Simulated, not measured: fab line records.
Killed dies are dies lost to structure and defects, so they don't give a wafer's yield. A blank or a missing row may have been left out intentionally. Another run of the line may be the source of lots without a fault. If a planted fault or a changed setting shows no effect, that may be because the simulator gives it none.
Comparing a struck lot with a sound one ; flow n5Finfet ; 41 steps out of a route of 1938
Sound: these wafers, L240.2, L240.4, L240.6. Struck: wafer L250.1 (left out: L250.2, L250.5 of the same lot, which were not struck); the cause appears at the end.
At each step with rows: each side's tool, then ch and its chambers, then its first start. Under that, the readings that differ: sound wafers ; struck wafers ; difference of the means ; sigmas: that difference in standard deviations of wafers without a fault.
alike: readings whose means differ by less than 2 such deviations, and words and numbers that are the same on both sides. not compared: withheld readings, readings that some wafer has no value for, bounds like >300 that may hide the same value, and numbers for which the record gives no deviation and whose values overlap.
Wherever a step has rows on one side only, a row that says differs or no value, or a row with sigmas, the two part there. Numbers that have no deviation but don't overlap get no sigmas and don't part them. Lack of a reading on every wafer of one side parts them only where that side has two or more wafers.

first, 12 steps without rows for these wafers: N5_SD_EPI_N_STRIP_36 (strips in N2/H2); N5_SD_EPI_N_ETCHBACK_44 (etches SiNx in CH3F/O2, stops on SiO2, target depth 14.5 nm); N5_SD_EPI_N_ETCH_45 (etches SiOCN in CH3F/O2, target depth 6 nm); N5_SD_EPI_N_ETCH_16 (etches SiO2 in CHF3/O2, target depth 5 nm); N5_SD_EPI_N_STRIP_47 (strips in CHF3/O2); N5_SD_EPI_N_SD_RECESS_17 (chemistry HBr/Cl2/O2, target depth 41 nm, time 23.7 s, bt time 3 s); N5_SD_EPI_N_STRIP_38 (strips in N2/H2); N5_SD_EPI_N_WET_ETCH_43 (etches SiO2 in dHF, time 14 s, target depth 1.5 nm); N5_SD_EPI_N_STRIP_18 (strips in SPM, time 750 s); N5_SD_EPI_N_SRD_20 (time 30 s); N5_SD_EPI_N_PRECLEAN_48 (cleans in NF3:NH3, afs cycles 2, time 20 s, sublimation time 60 s); N5_SD_EPI_N_VAPOR_ETCH_50 (etches Si in HCl, time 54 s).
N5_SD_EPI_N_EPI_21: deposits Si:P, time 690 s.
  sound on epiRpcvd-02 ch 0, day 5 03:31; struck on epiRpcvd-01 ch 0, day 7 15:11
reading;sound;struck;difference;sigmas
epiGrowthTimeS (s);690 690 690;518.84;-171.16;
model.Si-P_of_SD_EPI_N_EPI_21.thkNm (nm);59.4 60.6 60;47.4;-12.6;
  alike: chamberPressureTorr
N5_SD_EPI_N_EPI_MEAS_23:
  sound on filmMetro-02 at day 5 04:57; struck on filmMetro-02 at day 7 16:55
reading;sound;struck;difference;sigmas
thkNm (nm);58.0 60.9 60.8;47.2;-12.7;-12
then, 24 steps without rows for these wafers: N5_SD_EPI_N_PRECLEAN_24 (cleans in O3/DIW, time 60 s); N5_SD_EPI_N_SRD_25 (time 30 s); N5_SD_EPI_N_PRECLEAN_49 (cleans in NF3:NH3, afs cycles 1, time 20 s, sublimation time 60 s); N5_SD_EPI_N_LINER_46 (material SiNx, target thk 3 nm); N5_SD_EPI_P_COAT_34 (time 60 s, resist thk 350 nm); N5_SD_EPI_P_COAT_35 (time 60 s, resist thk 35 nm); N5_SD_EPI_P_COAT_03 (resist thk 150 nm); N5_SD_EPI_P_EBR_05; N5_SD_EPI_P_SOFTBAKE_04 (time 60 s); N5_SD_EPI_P_EXPOSE_06 (exposes mask SD P BLK, target cd 240 nm); N5_SD_EPI_P_PEB_07 (peb time 60 s); N5_SD_EPI_P_DEVELOP_08 (develop time 30 s); N5_SD_EPI_P_DESCUM_14 (chemistry O2, time 7.9 s); N5_SD_EPI_P_ETCH_36 (etches SiARC in CF4, target depth 45.5 nm, time 75.8 s); N5_SD_EPI_P_ETCH_37 (etches SOC in N2/H2, overetch 108 nm, time 486 s); N5_SD_EPI_P_STRIP_38 (strips in N2/H2); N5_SD_EPI_P_ETCHBACK_46 (etches SiNx in CH3F/O2, stops on SiO2, target depth 17.5 nm); N5_SD_EPI_P_ETCH_47 (etches SiOCN in CH3F/O2, target depth 25 nm); N5_SD_EPI_P_ETCH_16 (etches SiO2 in CHF3/O2, target depth 5 nm); N5_SD_EPI_P_STRIP_50 (strips in CHF3/O2); N5_SD_EPI_P_SD_RECESS_17 (chemistry HBr/Cl2/O2, target depth 39.1 nm, bt time 3 s); N5_SD_EPI_P_WET_ETCH_45 (etches SiO2 in dHF, time 10.7 s, target depth 2 nm, rinse time 30 s); N5_SD_EPI_P_STRIP_40 (strips in N2/H2); N5_SD_EPI_P_PRECLEAN_52 (cleans in O3/DIW, time 60 s).
N5_SD_ACTIVATION_RS_MEAS_03: the measuring method here is four-point-probe.
  sound on filmMetro-02 at day 5 10:04; struck on filmMetro-02 at day 7 22:59
reading;sound;struck;difference;sigmas
RS_SD_N (ohm/sq);21.8 21.4 21.5;27.0;+5.4;+18
  alike: RS_SD_P
N5_MOL_CONTACT_COAG_ETCH_15: etches SiNx in CH3F/O2, stops on Si:P, target depth 7 nm.
  sound on rieDiel-01 ch 1,2, day 6 16:23; struck on rieDiel-02 ch 3, day 9 05:55
reading;sound;struck;difference;sigmas
model.Si-P_of_SD_EPI_N_EPI_21.thkNm (nm);58.6 59.6 59.2;46.6;-12.5;
  alike: drypumpMotorCurrentA, oesProductAu, rfVppV, showerheadPlenumPTorr, throttleValvePct
  not compared: rfHoursCounterH
-- record jumps: 4 days separate the struck wafers' starts on either side; left off in module MOL_CONTACT_COAG, taken up again in module BEOL_M4, whose first shown step is the route's number 1111 --
N5_BEOL_M4_RC_MEAS_101:
  sound on prober-01 ch 0, day 9 22:51; struck on prober-01 ch 0, day 12 18:41
reading;sound;struck;difference;sigmas
DIBL_N (mV/V);36.9 34.2 35.3;39.8;+4.3;+3
DIBL_P (mV/V);36.2 33.7 34.5;40.7;+5.9;+4
IOFF_N (nA/um);0.167 0.129 0.141;0.200;+0.054;+2
REXT_N (ohm.um);76.9 76.8 76.3;81.3;+4.6;+3
RS_SD_N (ohm/sq);27.9 27.5 27.8;35.5;+7.8;+20
SS_P (mV/dec);73.3 72.0 72.5;75.2;+2.6;+5
  alike: IOFF_P, ION_N, ION_P, SS_N, VT_N, VT_P

## WHERE THEY PART
Earliest at N5_SD_EPI_N_EPI_MEAS_23; latest, in this record, at N5_BEOL_M4_RC_MEAS_101.

WHY: what the simulator had put in
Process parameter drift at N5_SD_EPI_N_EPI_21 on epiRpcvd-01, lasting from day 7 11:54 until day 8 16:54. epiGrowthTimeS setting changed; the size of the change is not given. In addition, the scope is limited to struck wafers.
